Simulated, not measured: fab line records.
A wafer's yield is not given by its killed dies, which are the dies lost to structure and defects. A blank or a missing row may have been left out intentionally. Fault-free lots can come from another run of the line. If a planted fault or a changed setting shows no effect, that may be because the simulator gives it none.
Chamber matching + flow n5 finfet + 3 sister chambers for N5_BEOL_M2_CO_CAP_55 on cvd co-01
The step material Co, precursor CCTBA/H2, target thk 2 nm, time 102.1 s. 3 wafers are shown with their chamber, then 12 later ones without.

## EACH WAFER AND ITS CHAMBER
| wafer  | chamber | heater power w (W) |
|--------|---------|--------------------|
| L085.3 | 2       | 228                |
| L088.4 | 0       | 210                |
| L088.5 | 1       | 223                |

## WAFERS WHOSE CHAMBER IS MISSING
| wafer  | heater power w (W) |
|--------|--------------------|
| L091.3 | 207                |
| L091.5 | 207                |
| L091.6 | 226                |
| L093.2 | 234                |
| L093.3 | 229                |
| L093.5 | 214                |
| L094.1 | 221                |
| L094.5 | 231                |
| L094.6 | 228                |
| L095.1 | 223                |
| L095.4 | 230                |
| L095.5 | 228                |

## WHICH CHAMBER EACH ONE RAN IN
| wafer  | from the rows above     | in truth |
|--------|-------------------------|----------|
| L091.3 | 0                       | 0        |
| L091.5 | 0                       | 0        |
| L091.6 | can't be placed: 2 or 1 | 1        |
| L093.2 | can't be placed: 2 or 1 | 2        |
| L093.3 | can't be placed: 2 or 1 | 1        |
| L093.5 | can't be placed: 0 or 1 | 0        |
| L094.1 | can't be placed: 1 or 2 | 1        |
| L094.5 | can't be placed: 2 or 1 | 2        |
| L094.6 | can't be placed: 2 or 1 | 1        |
| L095.1 | can't be placed: 1 or 2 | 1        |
| L095.4 | can't be placed: 2 or 1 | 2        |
| L095.5 | can't be placed: 2 or 1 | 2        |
Correct placement for 2 of the 12. Can't be placed from these rows: 10 (the true chamber is among the candidates in 10). 0 placed wrongly.
How it was worked out, from the rows above alone: a wafer's distance from a chamber is the root of the sum, over the readings, of the square of ((its reading less the chamber's mean) divided by the reading's scatter). The wafer belongs to the nearest chamber; if the next one is less than 2 further off, it can't be placed. Each chamber's mean is taken over the wafers shown for it. The scatter: with one shown wafer a chamber, the root of the mean of the squares of how far each hidden wafer lies from its nearest shown one.
